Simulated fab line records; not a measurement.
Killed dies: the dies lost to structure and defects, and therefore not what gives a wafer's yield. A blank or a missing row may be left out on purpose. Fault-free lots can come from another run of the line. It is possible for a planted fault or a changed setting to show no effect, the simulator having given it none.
fab line records | flow n5-finfet
record: lots: 9 wafers: 27 last-day: 17
route steps=1938 shown DUMMY_GATE@231 BEOL_M4@1111 PASSIVATION@1936
lots that met no fault: taken from a fault-free run of the same line
start-h: hours from the record's opening day to when the first of the lot's shown wafers began | wait-h: how many hours have passed since the lot's step before this one | " unchanged from the row above | L1.1+2: a single row standing in for several wafers | - no value, or no start given | * or withheld: withheld | < > ~ a bound
route shown NAME@n: names a module that has steps shown in the file, with the first one's number in the route | usual: mean and standard deviation over wafers with no fault | same: alike in all rows | chamber/n: place in a boat | sites: each site's reading | _std_site: their standard deviation | _edge_site: outer sites' mean less inner sites' | radius-mm: how far each site lies from the wafer's centre | mask NAME#n: copy n | behind: the tool/chamber that last shaped the wafer | hold: what put the lot on hold/how long, in hours/how the hold closed | device: names the non-switching transistor (n, p or np) | end of line: at the end of the route, the tests of the same wafers | step lacking rows: just its recipe | killed: dies that structure and defects cost at the first sort, which is not the same as the wafer's yield | map: a wafer's dies, x killed, . not, _ none there
set.NAME: the setting as run; set.NAME@STEP: as run at that earlier step | model.NAME: the simulator's own value behind a step, which no gauge read
a sample of lots followed through the steps of the route, with each step as a table and each wafer as a row
services: a tool's chamber out of use, with start hour (start-h, from the record's first day; less than 0 if before it), hours out, and reason
== steps ==
step: N5_DUMMY_GATE_CD_MEAS_15
recipe: target-cd-nm: 25.8 landing-energy-ev: 500 detector: se-inlens
usual: cd-nm: 24.99/0.23
columns lot.wafer tool chamber start-h wait-h cd-nm
L332.2 cd-sem-03 0 58.07 - 24.83
L332.3 " 0 " " 24.78
L332.5 " 0 " " 24.59
L340.2 cd-sem-03 0 105.65 - 24.86
L340.3 " 0 " " 24.94
L340.4 " 0 " " 24.89
L341.1 cd-sem-02 0 111.29 - 25.33
L341.2 " 0 " " 25.00
L341.3 " 0 " " 25.07
L343.2 cd-sem-01 0 125.31 - 25.01
L343.4 " 0 " " 24.77
L343.5 " 0 " " 25.31
L344.2 cd-sem-02 0 131.96 - 24.72
L344.3 " 0 " " 24.99
L344.5 " 0 " " 25.05
L346.2 cd-sem-01 0 142.31 - 24.97
L346.3 " 0 " " 24.85
L346.4 " 0 " " 25.08
L347.1 cd-sem-01 0 148.33 - 24.89
L347.3 " 0 " " 25.06
L347.6 " 0 " " 25.07
L348.2 cd-sem-01 0 153.32 - 24.99
L348.5 " 0 " " 25.03
L348.6 " 0 " " 24.53
L350.1 cd-sem-03 0 168.92 - 24.93
L350.2 " 0 " " 25.00
L350.3 " 0 " " 25.30
step: N5_DUMMY_GATE_STRIP_41
recipe: chemistry: O2 power-w: 400 temp-c: 40 pressure-mtorr: 30 rf-frequency-hz: 6e+07 bias-power-w: 0 overash-fraction: 0.3 o2-flow-sccm: 225
usual: drypump-motor-current-A: 5.4/0.37 oes-product-au: 0.77/0.074 rf-vpp-V: 3.6/0.45 showerhead-plenum-p-Torr: 2.09/0.049 throttle-valve-pct: 16.70/0.23
same: bias-power-w: 0
columns lot.wafer tool chamber start-h wait-h drypump-motor-current-A oes-product-au rf-hours-counter-h rf-vpp-V showerhead-plenum-p-Torr throttle-valve-pct
L332.2 rie-diel-05 3 58.67 0.0 5.4 0.80 90 3.1 2.12 16.35
L332.3 " 2 " " 5.8 0.85 65 4.2 2.11 16.84
L332.5 " 2 " " 5.8 0.85 - 3.6 2.11 16.82
L340.2 rie-diel-06 1 106.24 0.0 5.7 0.70 236 4.0 1.98 16.82
L340.3 " 2 " " 5.8 0.82 76 4.1 2.13 16.70
L340.4 " 0 " " 5.4 0.74 179 3.4 2.09 16.87
L341.1 rie-diel-05 0 111.89 0.0 4.9 0.70 199 3.3 2.08 16.93
L341.2 " 3 " " 5.4 0.78 107 3.7 2.11 16.39
L341.3 " 1 " " 4.9 0.89 39 3.7 2.05 16.37
L343.2 rie-diel-06 1 126.34 0.0 5.7 0.68 243 4.1 1.98 16.84
L343.4 " 1 " " 5.7 0.68 - 4.2 1.98 16.85
L343.5 " 2 " " 5.8 0.80 - 2.9 2.13 16.72
L344.2 rie-diel-06 1 132.56 0.0 5.7 0.68 246 3.6 1.98 16.85
L344.3 " 2 " " 5.8 0.80 85 3.1 2.12 16.75
L344.5 " 1 " " 5.7 0.68 - 3.1 1.98 16.86
L346.2 rie-diel-05 1 143.14 0.0 4.9 0.88 47 3.6 2.05 16.39
L346.3 " 0 " " 4.9 0.70 207 4.1 2.08 16.92
L346.4 " 3 " " 5.4 0.77 115 3.2 2.11 16.40
L347.1 rie-diel-06 3 148.93 0.0 5.2 0.69 237 3.0 2.07 17.01
L347.3 " 0 " " 5.5 0.73 190 3.0 2.08 16.90
L347.6 " 3 " " 5.1 0.70 - 3.8 2.07 17.01
L348.2 rie-diel-05 0 153.91 0.0 4.9 0.69 210 2.5 2.08 16.94
L348.5 " 3 " " 5.4 0.76 - 4.3 2.11 16.41
L348.6 " 0 " " 4.9 0.69 - 2.7 2.08 16.95
L350.1 rie-diel-06 0 169.53 0.0 5.4 0.73 199 3.5 2.08 16.92
L350.2 " 3 " " 5.1 0.69 247 3.4 2.06 17.03
L350.3 " 2 " " 5.8 0.79 101 3.5 2.12 16.75
step: N5_DUMMY_GATE_ETCH_44
recipe: chemistry: HBr/O2 over-etch-frac: 0.7 target-depth-a: 1275 stop-on: SiO2 ion-energy-ev: 60 bias-w: 20 target: poly-Si mask-material: SiO2 pressure-mtorr: 20 icp-w: 400 HBr_flow_sccm: 120 O2_flow_sccm: 10
usual: HBr_flow_sccm: 120.0/0.36 O2_flow_sccm: 10.00/0.031 bias-w: 20.01/0.062 drypump-motor-current-A: 5.8/0.3 oes-product-au: 0.726/0.013 throttle-valve-pct: 18.58/0.24
columns lot.wafer tool chamber start-h wait-h HBr_flow_sccm O2_flow_sccm bias-w drypump-motor-current-A oes-product-au rf-hours-counter-h throttle-valve-pct
L332.2 rie-si-04 2 58.96 0.0 120.5 9.98 20.04 5.2 0.722 189 18.47
L332.3 " 0 " " 120.4 10.03 20.03 5.8 0.706 143 18.96
L332.5 " 0 " " 120.2 10.05 20.05 5.8 0.707 - 18.95
L340.2 rie-si-04 0 106.53 0.0 - - - - - - -
L340.3 " 3 " " - - - - - - -
L340.4 " 3 " " - - - - - - -
L341.1 rie-si-04 3 112.18 0.0 - - - - - - -
L341.2 " 2 " " - - - - - - -
L341.3 " 0 " " - - - - - - -
L343.2 rie-si-04 2 126.63 0.0 120.1 9.98 19.92 5.2 0.727 191 18.49
L343.4 " 1 " " 119.5 9.98 19.99 6.5 0.743 0 18.40
L343.5 " 3 " " 120.1 10.01 19.99 5.9 0.735 - 18.93
L344.2 rie-si-03 0 132.85 0.0 119.8 10.06 20.02 5.8 0.716 88 18.25
L344.3 " 3 " " 120.1 10.00 20.16 5.7 0.724 82 18.26
L344.5 " 0 " " 119.8 10.03 20.03 5.8 0.713 - 18.23
L346.2 rie-si-04 0 143.43 0.0 119.6 9.99 20.01 5.8 0.718 144 18.94
L346.3 " 3 " " 120.0 9.98 20.01 5.9 0.721 171 18.94
L346.4 " 2 " " 120.1 10.00 19.95 5.2 0.723 191 18.47
L347.1 rie-si-04 0 149.22 0.0 119.8 10.01 20.02 5.8 0.714 144 18.94
L347.3 " 1 " " 120.1 9.94 19.99 6.5 0.724 1 18.37
L347.6 " 1 " " 120.2 9.97 20.00 6.5 0.731 - 18.38
L348.2 rie-si-04 1 154.20 0.0 120.0 10.02 20.02 6.5 0.733 1 18.38
L348.5 " 2 " " 120.2 10.00 19.98 5.2 0.728 - 18.48
L348.6 " 1 " " 119.8 10.03 19.90 6.5 0.725 - 18.38
L350.1 rie-si-05 2 169.82 0.0 119.9 9.96 19.90 5.7 0.746 146 18.76
L350.2 " 3 " " 119.7 10.01 20.06 5.8 0.741 88 18.53
L350.3 " 1 " " 119.7 10.02 19.98 5.7 0.706 138 18.74
step: N5_DUMMY_GATE_CD_MEAS_24
recipe: target-cd-nm: 15
usual: cd-nm: 14.94/0.28
columns lot.wafer tool chamber start-h wait-h cd-nm
L332.2 cd-sem-01 - 59.07 0.1 15.37
L332.3 " - " " 14.83
L332.5 " - " " 14.81
L340.2 cd-sem-01 - 106.65 0.1 14.13
L340.3 " - " " 13.66
L340.4 " - " " 13.85
L341.1 cd-sem-03 - 112.29 0.1 13.90
L341.2 " - " " 14.21
L341.3 " - " " 13.75
L343.2 cd-sem-02 - 126.74 0.1 15.12
L343.4 " - " " 15.28
L343.5 " - " " 15.04
L344.2 cd-sem-01 - 132.96 0.1 14.79
L344.3 " - " " 14.79
L344.5 " - " " 15.32
L346.2 cd-sem-03 - 143.54 0.1 14.78
L346.3 " - " " 14.99
L346.4 " - " " 15.03
L347.1 cd-sem-03 - 149.33 0.1 14.58
L347.3 " - " " 15.42
L347.6 " - " " 15.28
L348.2 cd-sem-01 - 154.32 0.1 14.55
L348.5 " - " " 14.70
L348.6 " - " " 15.18
L350.1 cd-sem-03 - 169.93 0.1 15.07
L350.2 " - " " 15.14
L350.3 " - " " 15.47
step: N5_DUMMY_GATE_INSPECT_27
recipe: inspect-instrument: brightfield mode: aei
usual: raw-defect-count: 310/74
columns lot.wafer tool chamber start-h wait-h raw-defect-count
L332.2 defect-inspect-02 - 59.36 0.0 322
L332.3 " - " " 408
L332.5 " - " " 338
L340.2 defect-inspect-01 - 106.94 0.0 354
L340.3 " - " " 259
L340.4 " - " " 272
L341.1 defect-inspect-02 - 112.57 0.0 432
L341.2 " - " " 338
L341.3 " - " " 302
L343.2 defect-inspect-01 - 127.20 0.0 310
L343.4 " - " " 395
L343.5 " - " " 280
L344.2 defect-inspect-02 - 133.24 0.0 305
L344.3 " - " " 337
L344.5 " - " " 179
L346.2 defect-inspect-01 - 143.99 0.0 230
L346.3 " - " " 233
L346.4 " - " " 190
L347.1 defect-inspect-02 - 149.62 0.0 166
L347.3 " - " " 360
L347.6 " - " " 280
L348.2 defect-inspect-01 - 154.60 0.0 298
L348.5 " - " " 365
L348.6 " - " " 279
L350.1 defect-inspect-01 - 170.21 0.0 191
L350.2 " - " " 326
L350.3 " - " " 230
step: N5_BEOL_M4_RC_MEAS_101
usual: DIBL_N: 36.2/1.2 DIBL_P: 36.3/1.3 IOFF_N: 0.155/0.019 IOFF_P: 0.210/0.029 ION_N: 677/8.6 ION_P: 465/6.8 SS_N: 71.4/0.48 SS_P: 73.2/0.53 VT_N: 249.9/2.4 VT_P: -250/3.2
columns lot.wafer tool chamber start-h wait-h DIBL_N[mV/V] DIBL_P[mV/V] IOFF_N[nA/um] IOFF_P[nA/um] ION_N[uA/um] ION_P[uA/um] SS_N[mV/dec] SS_P[mV/dec] VT_N[mV] VT_P[mV]
L332.2 prober-02 0 164.57 0.2 35.9 36.3 0.161 0.233 680 471 71.5 73.6 247.7 -247
L332.3 " 0 " " 35.5 36.4 0.155 0.227 690 476 70.4 72.9 246.8 -247
L332.5 " 0 " " 35.7 36.2 0.155 0.229 681 472 70.8 73.7 246.7 -248
L343.2 prober-01 0 268.20 0.2 37.0 35.5 0.158 0.207 678 463 71.4 73.4 250.1 -250
L343.4 " 0 " " 35.7 34.1 0.138 0.196 683 472 71.5 72.2 250.8 -245
L343.5 " 0 " " 39.4 38.0 0.196 0.252 681 469 71.9 73.3 247.5 -245
L344.2 prober-02 0 273.99 0.2 35.4 37.3 0.158 0.225 674 462 71.5 74.0 251.2 -249
L344.3 " 0 " " 34.9 36.4 0.147 0.215 675 469 71.8 73.4 249.0 -249
L344.5 " 0 " " 35.6 37.5 0.172 0.238 680 472 70.5 73.7 248.5 -246
L346.2 prober-01 0 280.87 0.2 34.9 35.2 0.129 0.162 666 449 71.6 72.5 256.9 -258
L346.3 " 0 " " 35.5 36.2 0.147 0.182 669 455 71.6 73.1 251.4 -253
L346.4 " 0 " " 35.7 36.4 0.152 0.187 672 453 72.4 73.1 251.7 -254
L348.2 prober-02 0 282.73 0.2 36.5 37.6 0.155 0.216 672 464 70.9 73.4 250.2 -248
L348.5 " 0 " " 35.7 36.6 0.142 0.194 676 464 71.5 73.3 251.9 -251
L348.6 " 0 " " 36.0 37.3 0.145 0.219 676 463 71.8 73.5 251.1 -248
L347.1 prober-02 0 292.39 0.0 38.3 36.4 0.164 0.178 679 460 70.9 73.2 250.1 -255
L347.3 " 0 " " 38.5 36.8 0.166 0.186 676 451 71.7 73.6 251.8 -254
L347.6 " 0 " " 37.0 35.2 0.143 0.159 678 459 71.3 72.5 249.1 -256
L350.1 prober-02 0 303.74 0.0 34.4 35.3 0.122 0.160 668 457 70.6 72.8 253.7 -255
L350.2 " 0 " " 35.5 36.5 0.139 0.180 681 462 71.3 73.1 249.6 -254
L350.3 " 0 " " 35.8 36.0 0.135 0.172 664 452 71.3 72.6 249.5 -251
step: N5_PASSIVATION_PROBE_49
usual: defect-limited-yield: 91.2/1.4 killed_at_M0_to_M3: 34/10 killed_at_M4_up: 13/5.1 killed-at-contacts: 12/6.5 killed-at-front-end: 41/11 killed-at-other: 4/3.3 killed-dies: 104/16 killed-on-rim: 14/3.9 killed-open: 69/13 killed-short: 33/7 sort_bin_5_function: 5.1/0.91 sort_bin_6_memory: 3.3/0.69 sort-n-pass: 1076/16 sort-yield-pct: 91.2/1.4
same: gross-dies: 1180 killed-at-back-side: 0 sort_bin_4_leakage[%]: 0 sort_bin_8_speed[%]: 0
columns lot.wafer tool chamber start-h wait-h defect-limited-yield[%] killed_at_M0_to_M3 killed_at_M4_up killed-at-contacts killed-at-front-end killed-at-other killed-dies killed-on-rim killed-open killed-short sort_bin_5_function[%] sort_bin_6_memory[%] sort-n-pass sort-yield-pct[%]
L340.2 prober-02 - 344.05 0.1 0 36 12 13 1118 1 1180 152 67 25 97.5 2.4 0 0
L340.3 prober-02 - 344.10 0.1 0 38 18 8 1114 2 1180 152 65 31 96.9 2.9 0 0
L340.4 prober-02 - 344.15 0.2 0 26 13 14 1122 5 1180 152 64 30 96.4 3.6 0 0
L341.1 prober-02 - 356.59 0.0 0 49 22 2 1106 1 1180 152 62 38 96.9 2.9 0 0
L341.2 prober-02 - 356.64 0.1 0 50 17 8 1102 3 1180 152 65 42 96.4 3.3 0 0
L341.3 prober-02 - 356.69 0.1 0 30 17 6 1125 2 1180 152 57 27 96.9 3.0 0 0
killed by level:class
L340.2 DUMMY_GATE:area-etch=1087 BEOL_M3:geometric-particle:open=12 MOL_CONTACT_COAG:geometric-particle:open=11 STI_FIN_REVEAL:geometric-particle:open=7 STI_FIN_REVEAL:geometric-particle:short=6 BEOL_M2:geometric-particle:open=6 BEOL_M4:geometric-particle:open=5 FIN_SAQP:geometric-particle:open=4
L340.3 DUMMY_GATE:area-etch=1084 BEOL_M3:geometric-particle:open=13 MOL_CONTACT_COAG:geometric-particle:open=7 BEOL_M4:geometric-particle:open=7 FIN_SAQP:geometric-particle:open=6 BEOL_M0:geometric-particle:open=6 BEOL_M1:geometric-particle:open=5 STARTING-WAFER:geometric-particle:short=5
L340.4 DUMMY_GATE:area-etch=1086 STI_FIN_REVEAL:geometric-particle:open=14 MOL_CONTACT_COAG:geometric-particle:open=10 BEOL_M0_SAQP:geometric-particle:short=8 DUMMY_GATE:geometric-particle:open=6 BEOL_M2:geometric-particle:open=6 MOL_CONTACT_COAG:geometric-particle:short=4 BEOL_M0_SAQP:geometric-particle:open=4
L341.1 DUMMY_GATE:area-etch=1080 BEOL_M3:geometric-particle:open=14 BEOL_M0_SAQP:geometric-particle:short=9 BEOL_M4:geometric-particle:open=7 BEOL_M1:geometric-particle:open=6 BEOL_M2:geometric-particle:open=6 FIN_SAQP:geometric-particle:short=5 DUMMY_GATE:geometric-particle:open=4
L341.2 DUMMY_GATE:area-etch=1073 BEOL_M4:geometric-particle:open=11 BEOL_M0_SAQP:geometric-particle:short=9 BEOL_M1:geometric-particle:short=9 BEOL_M2:geometric-particle:open=8 BEOL_M1:geometric-particle:open=7 BEOL_M3:geometric-particle:open=7 BEOL_M0_SAQP:geometric-particle:open=6
L341.3 DUMMY_GATE:area-etch=1096 BEOL_M4:geometric-particle:open=10 BEOL_M2:geometric-particle:open=6 BEOL_M0_SAQP:geometric-particle:short=6 STI_FIN_REVEAL:geometric-particle:open=5 MOL_CONTACT_COAG:geometric-particle:open=5 BEOL_M3:geometric-particle:open=5 BEOL_M0_SAQP:geometric-particle:open=4
== services ==
columns tool chamber start-h hours kind
rie-diel-06 1 45.23 9.4 repair
rie-si-03 1 52.42 2.1 repair
rie-diel-05 - 53.95 0.3 repair
rie-si-04 1 94.80 - clean
rie-si-04 1 94.80 22.4 scheduled-down
rie-si-04 1 94.80 22.4 vent-cycle
rie-si-03 - 106.36 0.2 repair
rie-si-05 - 108.66 0.3 repair
rie-si-05 3 108.97 2.1 repair
rie-si-05 - 111.27 14.6 pm
rie-si-04 0 143.64 3.5 repair
rie-diel-06 1 144.27 14.9 repair
rie-diel-06 1 161.77 - clean
rie-diel-06 1 161.77 - consumable-replace:focus-ring
rie-diel-06 1 161.77 - consumable-replace:showerhead
rie-si-04 0 164.24 2.1 repair
== key ==
first-sign: step: N5_DUMMY_GATE_ETCH_44 reading: tool-record direction: missing
effect: step: N5_DUMMY_GATE_CD_MEAS_24 reading: cd-nm direction: down sigmas: 3.6 usual: 14.94 struck: 13.92
effect: step: N5_PASSIVATION_PROBE_49 reading: sort_bin_5_function direction: up sigmas: 99+ usual: 5.1 struck: 96.8
more-kills-born-at: N5_DUMMY_GATE_ETCH_44@rie-si-04: 6505
met-at N5_DUMMY_GATE_ETCH_44
struck-lots L340,L341
later-rows-left-out L340.2,L340.3,L340.4,L341.1,L341.2,L341.3
not-acting-at N5_DUMMY_GATE_CD_MEAS_15,N5_DUMMY_GATE_STRIP_41,N5_DUMMY_GATE_INSPECT_27
onset-between 58.96 106.53
fault: kind: skipped-step-whole tool: rie-si-04 chamber: - onset-h: 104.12 steps: N5_DUMMY_GATE_ETCH_44 scope: struck-lots-only
later-rows-left-out: the simulator's readings of these wafers behind a module that went badly wrong aren't trusted and aren't shown, but for the sort
